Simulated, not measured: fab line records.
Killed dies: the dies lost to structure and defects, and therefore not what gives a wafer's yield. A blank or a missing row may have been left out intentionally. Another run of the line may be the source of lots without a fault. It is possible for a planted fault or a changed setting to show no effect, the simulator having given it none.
fab line records    flow nand-harc
record lots=12  wafers=36  last-day=24
route steps=1159 shown P_BONDPAD@364 A_ONON_D1@436 END@1159
lots untouched by any fault: they come from a run of this same line in which no faults occurred
start-h: start of the lot's first displayed wafer, in hours after the record's first day    wait-h: hours elapsed since this lot's preceding step    " unchanged from the row above    L1.1+2: one row covering several wafers at once    - no value present, or no start provided    * or withheld: withheld    < > ~ a bound
route shown NAME@n: NAME is a module with steps in the file, n the number in the route of the first one    usual: mean/standard deviation taken from wafers without a fault    same: alike in all rows    chamber/n: place in a boat    sites: readings site by site    _std_site: their standard deviation    _edge_site: inner sites' mean taken away from outer sites' mean    radius-mm: for every site, how far away it sits from the centre of the wafer    mask NAME#n: copy n    behind: tool/chamber where the wafer was last shaped    hold: reason for holding the lot/hours on hold/outcome of the hold    device: the n, p or np transistor that did not switch    end of line: at the end of the route, the tests of the same wafers    a step without rows: its recipe alone    killed: at the first sort, the dies lost to defects and structure; wafer yield is something else    map: dies across one wafer; x = killed, . = not, _ = none there
set.NAME: the setting that was run; set.NAME@STEP: the one run at that earlier step    model.NAME: the simulator's own value behind a step, which no gauge read
one table for each step of the route and one row for each wafer, over a sample of lots
services: the hour from which a tool's chamber was out of use, counted from the record's first day as start-h (under 0 if before that day), plus the number of hours and why
## steps
# step NHARC_P_BONDPAD_CD_MEAS_09
# recipe target-cd-nm=500  landing-energy-ev=500
# usual cd-nm=500.0/1.3
lot.wafer  tool       chamber  start-h  wait-h  cd-nm
L867.1     cd-sem-03  0        123.89   -       498.1
L867.5     "          0        "        "       498.8
L867.6     "          0        "        "       497.4
L868.1     cd-sem-03  0        134.17   -       498.9
L868.2     "          0        "        "       502.0
L868.4     "          0        "        "       498.5
L870.1     cd-sem-03  0        147.42   -       500.6
L870.5     "          0        "        "       499.1
L870.6     "          0        "        "       498.8
L871.1     cd-sem-02  0        157.18   -       503.0
L871.2     "          0        "        "       502.1
L871.6     "          0        "        "       500.8
L875.1     cd-sem-02  0        178.45   -       500.6
L875.3     "          0        "        "       499.7
L875.6     "          0        "        "       497.8
L882.3     cd-sem-03  0        217.21   -       503.0
L882.4     "          0        "        "       502.2
L882.6     "          0        "        "       501.1
L883.1     cd-sem-03  0        227.76   -       500.5
L883.5     "          0        "        "       498.8
L883.6     "          0        "        "       500.3
L886.1     cd-sem-02  0        247.46   -       499.2
L886.2     "          0        "        "       500.0
L886.4     "          0        "        "       501.2
L888.1     cd-sem-03  0        248.48   -       501.0
L888.5     "          0        "        "       498.9
L888.6     "          0        "        "       498.7
L885.1     cd-sem-03  0        248.76   -       501.9
L885.5     "          0        "        "       502.2
L885.6     "          0        "        "       500.9
L887.2     cd-sem-03  0        251.90   -       501.9
L887.3     "          0        "        "       499.2
L887.6     "          0        "        "       499.1
L889.3     cd-sem-01  0        258.51   -       499.9
L889.4     "          0        "        "       502.3
L889.6     "          0        "        "       500.4
# step NHARC_P_BONDPAD_STRIP_15
# recipe o2-flow-sccm=500  ar-flow-sccm=0  bias-w=0  chemistry=O2
# usual drypump-motor-current-A=5.4/0.5  oes-product-au=1.002/0.0073  rf-vpp-V=57.8/0.86  showerhead-plenum-p-Torr=3.50/0.16  throttle-valve-pct=17.034/0.0091
lot.wafer  tool         chamber  start-h  wait-h  drypump-motor-current-A  oes-product-au  rf-hours-counter-h  rf-vpp-V  showerhead-plenum-p-Torr  throttle-valve-pct
L867.1     rie-diel-03  3        124.50   0.1     5.6                      1.002           7                   58.4      3.31                      17.017
L867.5     "            3        "        "       5.5                      1.009           -                   57.7      3.31                      17.029
L867.6     "            0        "        "       4.9                      0.998           -                   57.3      3.65                      17.033
L868.2     rie-diel-05  0        134.81   0.1     6.1                      1.000           57                  58.6      3.77                      17.032
L868.4     "            1        "        "       5.9                      0.999           52                  58.6      3.74                      17.029
L868.1     "            2        "        "       5.6                      1.002           48                  58.2      3.57                      17.015
L870.1     rie-diel-08  3        148.06   0.1     5.7                      1.003           4                   56.1      3.47                      17.031
L870.6     "            0        "        "       6.0                      1.005           -                   57.9      3.70                      17.034
L870.5     "            2        "        "       5.6                      0.993           -                   56.6      3.39                      17.050
L871.1     rie-diel-03  3        157.80   0.1     5.6                      0.993           10                  57.1      3.31                      17.043
L871.2     "            1        "        "       4.6                      0.999           10                  57.4      3.55                      17.034
L871.6     "            3        "        "       5.6                      1.004           -                   56.2      3.31                      17.039
L875.1     rie-diel-03  1        179.07   0.1     4.6                      1.000           13                  56.8      3.55                      17.036
L875.3     "            3        "        "       5.6                      1.000           13                  58.7      3.31                      17.054
L875.6     "            2        "        "       5.8                      1.010           -                   57.1      3.30                      17.035
L882.4     rie-diel-05  0        217.84   0.1     6.1                      0.997           15                  57.7      3.76                      17.034
L882.3     "            1        "        "       5.9                      0.999           15                  59.0      3.72                      17.031
L882.6     "            0        "        "       6.1                      1.008           -                   57.5      3.76                      17.031
L883.1     rie-diel-08  0        228.42   0.1     6.0                      0.997           34                  58.1      3.68                      17.049
L883.6     "            2        "        "       5.6                      0.998           -                   56.9      3.38                      17.050
L883.5     "            3        "        "       5.7                      1.002           -                   57.1      3.45                      17.027
L886.1     rie-diel-03  1        248.08   0.1     4.6                      1.006           3                   58.0      3.54                      17.033
L886.2     "            2        "        "       5.8                      1.004           3                   56.3      3.30                      17.037
L886.4     "            3        "        "       5.6                      1.002           3                   56.4      3.30                      17.027
L888.1     rie-diel-03  0        249.29   0.1     4.9                      1.003           3                   58.8      3.64                      17.020
L888.5     "            1        "        "       4.7                      0.995           -                   57.3      3.54                      17.035
L888.6     "            2        "        "       5.8                      0.997           -                   57.1      3.30                      17.034
L885.1     rie-diel-03  1        249.40   0.1     4.7                      1.001           3                   57.2      3.54                      17.049
L885.5     "            0        "        "       4.8                      1.004           -                   58.9      3.64                      17.042
L885.6     "            1        "        "       4.7                      1.006           -                   58.7      3.54                      17.023
L887.3     rie-diel-05  1        252.51   0.1     5.9                      1.014           29                  56.8      3.71                      17.038
L887.2     "            3        "        "       6.3                      1.002           31                  58.9      3.57                      17.028
L887.6     "            1        "        "       5.9                      1.010           -                   58.5      3.71                      17.035
L889.3     rie-diel-03  1        259.11   0.1     4.6                      0.996           5                   58.0      3.54                      17.047
L889.4     "            3        "        "       5.6                      1.006           4                   58.0      3.30                      17.047
L889.6     "            1        "        "       4.7                      0.993           -                   58.3      3.54                      17.017
# step NHARC_P_BONDPAD_ETCH_24
# recipe target-depth-a=300  over-etch-frac=0.3  time-s=72.99  ion-energy-ev=150  cf4-flow-sccm=50  n2-flow-sccm=100  ar-flow-sccm=150  rf-w=300  bias-w=100  chemistry=CF4/N2
# usual drypump-motor-current-A=5.4/0.49  oes-product-au=1.001/0.0071  rf-vpp-V=313.7/2.2  showerhead-plenum-p-Torr=2.60/0.12  throttle-valve-pct=19.796/0.0091
lot.wafer  tool         chamber  start-h  wait-h  drypump-motor-current-A  oes-product-au  rf-hours-counter-h  rf-vpp-V  showerhead-plenum-p-Torr  throttle-valve-pct
L867.1     rie-diel-03  3        -        -       5.6                      1.000           7                   312.0     2.46                      19.790
L867.5     "            3        "        "       5.6                      0.993           -                   310.2     2.46                      19.777
L867.6     "            0        "        "       4.8                      0.998           -                   316.0     2.71                      19.796
L868.1     rie-diel-05  1        -        -       5.9                      0.994           52                  317.2     2.78                      19.792
L868.2     "            2        "        "       5.6                      1.007           48                  314.7     2.66                      19.786
L868.4     "            3        "        "       6.3                      1.004           53                  315.1     2.67                      19.796
L870.1     rie-diel-08  3        148.21   0.1     5.7                      0.999           4                   314.1     2.58                      19.800
L870.6     "            2        "        "       5.6                      1.002           -                   312.5     2.52                      19.791
L870.5     "            0        "        "       6.0                      1.013           -                   316.4     2.76                      19.789
L871.2     rie-diel-03  3        -        -       5.5                      0.986           10                  311.7     2.46                      19.785
L871.1     "            1        "        "       4.7                      1.006           10                  314.0     2.64                      19.798
L871.6     "            0        "        "       4.8                      1.001           -                   315.8     2.71                      19.804
L875.1     rie-diel-03  3        -        -       5.6                      0.998           13                  310.4     2.46                      19.799
L875.3     "            0        "        "       4.9                      0.993           14                  315.2     2.71                      19.790
L875.6     "            2        "        "       5.8                      1.007           -                   310.0     2.45                      19.794
L882.3     rie-diel-05  2        -        -       5.6                      0.996           17                  315.0     2.65                      19.786
L882.4     "            0        "        "       6.1                      1.005           15                  318.5     2.80                      19.797
L882.6     "            3        "        "       6.3                      1.013           -                   315.6     2.66                      19.784
L883.1     rie-diel-08  1        -        -       5.2                      0.980           36                  315.6     2.70                      19.789
L883.6     "            0        "        "       6.0                      0.996           -                   316.5     2.74                      19.811
L883.5     "            1        "        "       5.2                      0.991           -                   316.2     2.70                      19.797
L886.1     rie-diel-03  0        -        -       4.8                      0.999           3                   315.7     2.71                      19.803
L886.2     "            1        "        "       4.7                      1.013           3                   314.0     2.64                      19.814
L886.4     "            2        "        "       5.8                      1.002           3                   311.5     2.45                      19.787
L888.1     rie-diel-03  1        -        -       4.7                      1.004           3                   313.6     2.64                      19.810
L888.5     "            3        "        "       5.6                      0.993           -                   312.9     2.45                      19.774
L888.6     "            0        "        "       4.8                      0.998           -                   316.3     2.71                      19.796
L885.1     rie-diel-03  2        -        -       5.8                      1.005           3                   312.6     2.45                      19.784
L885.6     "            1        "        "       4.6                      0.993           -                   314.4     2.64                      19.802
L885.5     "            2        "        "       5.8                      1.007           -                   311.3     2.45                      19.789
L887.3     rie-diel-05  1        -        -       5.9                      0.996           29                  316.1     2.76                      19.801
L887.2     "            2        "        "       5.6                      1.005           30                  313.1     2.64                      19.793
L887.6     "            1        "        "       5.9                      1.003           -                   315.8     2.76                      19.814
L889.4     rie-diel-03  1        -        -       4.7                      1.000           5                   313.7     2.64                      19.796
L889.3     "            2        "        "       5.8                      1.003           4                   312.5     2.45                      19.782
L889.6     "            1        "        "       4.6                      1.003           -                   314.3     2.64                      19.777
# step NHARC_A_ONON_D1_DEP_16
# recipe target-thk-a=10000  n2-flow-sccm=2750  n2o-flow-sccm=2000  nh3-flow-sccm=500  sih4-flow-sccm=210  temp-c=400
lot.wafer   tool           chamber  start-h  wait-h
L867.1+5+6  pecvd-onon-04  0        160.47   0.1
L868.1+2+4  pecvd-onon-02  0        175.52   0.1
L870.1+5+6  pecvd-onon-04  0        184.05   0.3
L871.1+2+6  pecvd-onon-04  0        192.57   0.1
L875.1+3+6  pecvd-onon-04  0        213.29   0.1
L882.3+4+6  pecvd-onon-02  0        257.43   0.2
L883.1+5+6  pecvd-onon-02  0        263.91   0.1
L888.1+5+6  pecvd-onon-02  0        283.50   0.1
L886.1+2+4  pecvd-onon-04  0        283.50   0.1
L885.1+5+6  pecvd-onon-03  0        283.51   0.1
L887.2+3+6  pecvd-onon-04  0        287.78   0.1
L889.3+4+6  pecvd-onon-04  0        296.66   0.2
# step NHARC_A_ONON_D1_THK_MEAS_18
# recipe thk-meas-gauge=ellipsometry
# usual thk-nm=1003/9.7
lot.wafer  tool           chamber  start-h  wait-h  thk-nm
L867.1     film-metro-01  -        160.98   -       988
L867.5     "              -        "        "       989
L867.6     "              -        "        "       988
L868.1     film-metro-01  -        176.04   -       997
L868.2     "              -        "        "       997
L868.4     "              -        "        "       997
L870.1     film-metro-02  -        184.56   -       989
L870.5     "              -        "        "       984
L870.6     "              -        "        "       987
L871.1     film-metro-01  -        193.07   -       1919
L871.2     "              -        "        "       1917
L871.6     "              -        "        "       1918
L875.1     film-metro-01  -        213.80   -       1916
L875.3     "              -        "        "       1916
L875.6     "              -        "        "       1915
L882.3     film-metro-02  -        257.82   -       1012
L882.4     "              -        "        "       1012
L882.6     "              -        "        "       1013
L883.1     film-metro-01  -        264.43   -       1004
L883.5     "              -        "        "       1001
L883.6     "              -        "        "       1003
L888.1     film-metro-01  -        284.01   -       1006
L888.5     "              -        "        "       1006
L888.6     "              -        "        "       1008
L886.1     film-metro-02  -        284.02   -       996
L886.2     "              -        "        "       995
L886.4     "              -        "        "       995
L885.1     film-metro-01  -        284.02   -       1006
L885.5     "              -        "        "       1006
L885.6     "              -        "        "       1005
L887.2     film-metro-02  -        288.23   -       998
L887.3     "              -        "        "       999
L887.6     "              -        "        "       999
L889.3     film-metro-02  -        297.06   -       1000
L889.4     "              -        "        "       1002
L889.6     "              -        "        "       1003
# step NHARC_END_SORT_01
# recipe temp-c=25
# usual killed-at-array=31/12  killed-at-other=0.6/0.85  killed-at-periphery=3.0/2.3  killed-dies=35/12  killed-open=3.2/1.9  killed-short=1.8/1.4
# same gross-dies=677
lot.wafer  tool       chamber  start-h  wait-h  killed-at-array  killed-at-other  killed-at-periphery  killed-dies  killed-open  killed-short
L871.1     prober-02  0        453.39   2.5     675              0                2                    677          3            3
L871.2     prober-02  0        454.21   2.8     676              0                1                    677          3            1
L871.6     prober-02  0        457.49   4.1     676              0                1                    677          1            3
L875.1     prober-01  0        482.32   2.5     673              3                1                    677          2            2
L875.3     prober-01  0        483.95   3.1     673              2                2                    677          3            0
L875.6     prober-01  0        486.39   4.1     675              0                2                    677          1            2
# killed by level:class
L871.1 A_ONON_D1:area-dep=636 A_CHANNEL_HOLE_D1:chamber-film-flake=17 A_SLIT:chamber-film-flake=10 A_CONTACT:chamber-film-flake=4 A_STAIRCASE:chamber-film-flake=3 P_CONTACT:geometric-particle:short=1 A_SOURCE_PLATE:geometric-particle:open=1 A_ONON_D1:geometric-particle:short=1
L871.2 A_ONON_D1:area-dep=646 A_CHANNEL_HOLE_D1:chamber-film-flake=13 A_SLIT:chamber-film-flake=8 A_STAIRCASE:chamber-film-flake=5 P_CONTACT:geometric-particle:open=1 A_SGD_CUT:geometric-particle:short=1 A_BLC:geometric-particle:open=1 A_M0:geometric-particle:open=1
L871.6 A_ONON_D1:area-dep=646 A_SLIT:chamber-film-flake=13 A_CHANNEL_HOLE_D1:chamber-film-flake=11 A_STAIRCASE:chamber-film-flake=2 P_M1:geometric-particle:short=1 A_ONON_D1:geometric-particle:open=1 A_CHANNEL_FILL_D1:geometric-particle:short=1 A_CONTACT:geometric-particle:short=1
L875.1 A_ONON_D1:area-dep=633 A_SLIT:chamber-film-flake=15 A_CHANNEL_HOLE_D1:chamber-film-flake=13 A_CONTACT:chamber-film-flake=4 THIN_TSV:chamber-film-flake=3 A_STAIRCASE:chamber-film-flake=3 A_CHANNEL_FILL_D1:geometric-particle:open=1 A_CHANNEL_FILL_D1:geometric-particle:short=1
L875.3 A_ONON_D1:area-dep=640 A_SLIT:chamber-film-flake=16 A_CHANNEL_HOLE_D1:chamber-film-flake=12 P_M2:chamber-film-flake=2 A_STAIRCASE:chamber-film-flake=2 A_WL_FILL:geometric-particle:open=1 A_BLC:geometric-particle:open=1 STARTING-WAFER:geometric-particle:open=1
L875.6 A_ONON_D1:area-dep=625 A_SLIT:chamber-film-flake=18 A_CHANNEL_HOLE_D1:chamber-film-flake=17 A_STAIRCASE:chamber-film-flake=5 A_CONTACT:chamber-film-flake=5 A_ONON_D1:geometric-particle:short=2 A_ZERO_WELL:chamber-film-flake=2 P_M2:geometric-particle:open=1
## services
tool           chamber  start-h  hours  kind
pecvd-onon-02  -        111.32   13.0   pm
rie-diel-03    0        120.83   -      clean
rie-diel-03    1        120.83   -      clean
rie-diel-03    2        120.83   -      clean
rie-diel-03    3        120.83   -      clean
rie-diel-08    -        125.09   9.0    pm
rie-diel-03    0        145.39   -      clean
rie-diel-03    1        145.39   -      clean
rie-diel-03    2        145.39   -      clean
rie-diel-03    3        145.39   -      clean
rie-diel-08    1        145.86   2.9    repair
pecvd-onon-04  -        150.76   2.5    repair
rie-diel-08    2        152.10   4.1    repair
pecvd-onon-03  -        153.16   13.0   pm
rie-diel-05    -        164.39   9.0    pm
rie-diel-08    2        166.92   11.7   repair
rie-diel-03    0        169.89   -      clean
rie-diel-08    2        188.28   1.8    repair
rie-diel-03    -        215.33   9.0    pm
rie-diel-08    -        219.92   0.8    repair
rie-diel-03    0        234.57   6.3    repair
pecvd-onon-04  -        237.00   13.0   pm
rie-diel-05    1        263.63   6.6    repair
pecvd-onon-02  -        292.32   13.0   pm
## key
first-sign step=NHARC_A_ONON_D1_THK_MEAS_18  reading=thk-nm  direction=up  sigmas=94  usual=1003  struck=1917
effect step=NHARC_END_SORT_01  reading=killed-dies  direction=up  sigmas=56  usual=35  struck=677
more-kills-born-at NHARC_A_ONON_D1_DEP_16@pecvd-onon-04=3826
met-at NHARC_A_ONON_D1_DEP_16
struck-lots L871,L875
struck-wafers L871.1,L871.2,L871.6,L875.1,L875.3,L875.6
later-rows-left-out L871.1,L871.2,L871.6,L875.1,L875.3,L875.6
tester-left-out L871,L875
not-acting-at NHARC_P_BONDPAD_CD_MEAS_09,NHARC_P_BONDPAD_STRIP_15,NHARC_P_BONDPAD_ETCH_24
onset-between 184.05 192.57
fault kind=process-parameter-drift  tool=pecvd-onon-04  chamber=0  onset-h=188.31  steps=NHARC_A_ONON_D1_DEP_16  channel=target-thk-a  offset=*  shape=step  end-h=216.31  acts-in=*  stated=*
# tester-left-out: of these lots the tester's yield and bins aren't shown, on N5 and GAA mostly nor the transistor test; their killed dies are dies lost to structure and defects alone, not to doping, threshold or leakage, so they don't give the yield
# later-rows-left-out: the simulator's readings of these wafers behind a module that went badly wrong aren't trusted and aren't shown, but for the sort
